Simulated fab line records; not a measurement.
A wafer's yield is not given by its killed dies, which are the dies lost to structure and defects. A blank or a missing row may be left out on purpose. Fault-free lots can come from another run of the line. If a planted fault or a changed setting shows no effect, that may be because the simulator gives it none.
Struck lot and sound lot, side by side || flow n5Finfet || 34 steps out of a route of 1938
Sound: the wafers L266.1, L266.3, L266.5. Struck: wafers L278.4, L278.5, L278.6. Last of all comes the cause.
Each step with rows lists, per side, the tool, then ch with its chambers, then its first start. Under that, the readings that differ: sound wafers || struck wafers || difference of the means || sigmas: that difference in standard deviations of wafers without a fault.
alike: readings with means less than 2 such deviations apart, plus words and numbers identical on both sides. not compared: withheld readings, readings lacking a value on some wafer, bounds such as >300 that could conceal the same value, and numbers that have no deviation in the record and whose values overlap.
A row with sigmas, a row that says differs or no value, or rows on one side alone: a step with any of these is where the two part. Numbers that don't overlap but have no deviation are shown without sigmas and don't part them. Lack of a reading on every wafer of one side parts them only where that side has two or more wafers.

first, 11 steps without rows for these wafers: N5_BEOL_M13_TRENCH_ETCH_34 (etches SiOC in C4F8/O2/Ar, target depth 413.47 nm, time 162.6 s); N5_BEOL_M13_STRIP_70 (strips in C4F8/O2/Ar); N5_BEOL_M13_STRIP_37 (strips in N2/H2); N5_BEOL_M13_ETCH_38 (etches SiCN in CF4/N2, target depth 67.5 nm, time 71.9 s); N5_BEOL_M13_PRECLEAN_39 (cleans in residue remover, time 60 s); N5_BEOL_M13_SRD_40 (time 30 s, dry time 30 s); N5_BEOL_M13_DEGAS_41 (time 60 s); N5_BEOL_M13_PRE_CLEAN_42 (time 30 s); N5_BEOL_M13_SPUTTER_43 (material TaN, target thk 15 nm, time 24.19 s); N5_BEOL_M13_SPUTTER_44 (material Ta, target thk 10 nm, time 16.13 s); N5_BEOL_M13_SPUTTER_45 (material Cu, target thk 80 nm, time 13.33 s).
N5_BEOL_M13_ECD_47: material Cu, target thk 936 nm.
  sound on ecdCu-01 ch 0,1, day 11 03:19; struck on ecdCu-01 ch 0,1, day 14 06:49
then, 21 steps without rows for these wafers: N5_BEOL_M13_ANNEAL_48 (time 90 s); N5_BEOL_M13_CMP_49 (polishes, stops on SiOC, t overpolish 17.1 s, target thk 420 nm); N5_BEOL_M13_PRE_CLEAN_52 (time 15 s); N5_BEOL_M13_DEP_53 (deposits SiCN from 3MS/NH3, target thk 50 nm, time 17.8 s); N5_BEOL_M14_ILD_DEP_00 (deposits SiO2 from TEOS/O2, target thk 1119.3 nm, time 237.4 s); N5_BEOL_M14_COAT_58 (time 60 s, resist thk 89 nm); N5_BEOL_M14_COAT_04 (resist thk 800 nm); N5_BEOL_M14_EBR_06; N5_BEOL_M14_SOFTBAKE_05 (time 60 s); N5_BEOL_M14_EXPOSE_07 (exposes mask V13); N5_BEOL_M14_PEB_08 (peb time 90 s); N5_BEOL_M14_DEVELOP_09 (develop time 45 s); N5_BEOL_M14_HARDBAKE_14 (time 120 s); N5_BEOL_M14_DESCUM_15 (chemistry O2, time 7.9 s); N5_BEOL_M14_ETCH_59 (etches BARC in N2/H2, target depth 89 nm, overetch 26.7 nm, time 67.9 s); N5_BEOL_M14_VIA_ETCH_16 (etches SiO2 in C4F8/O2/Ar, target depth 1231.3 nm); N5_BEOL_M14_STRIP_63 (strips in O2); N5_BEOL_M14_STRIP_64 (strips in O2); N5_BEOL_M14_STRIP_71 (strips in post etch residue remover, time 60 s); N5_BEOL_M14_SRD_72 (time 30 s, dry time 30 s); N5_BEOL_M14_COAT_65 (time 60 s, resist thk 450 nm).
N5_PASSIVATION_PROBE_49:
  rows exist in the record for the struck wafers here (prober-02, day 15 12:04), but not for the sound ones

## WHERE THEY PART
Only at N5_PASSIVATION_PROBE_49, as far as this record shows.

WHY: what had been put in by the simulator
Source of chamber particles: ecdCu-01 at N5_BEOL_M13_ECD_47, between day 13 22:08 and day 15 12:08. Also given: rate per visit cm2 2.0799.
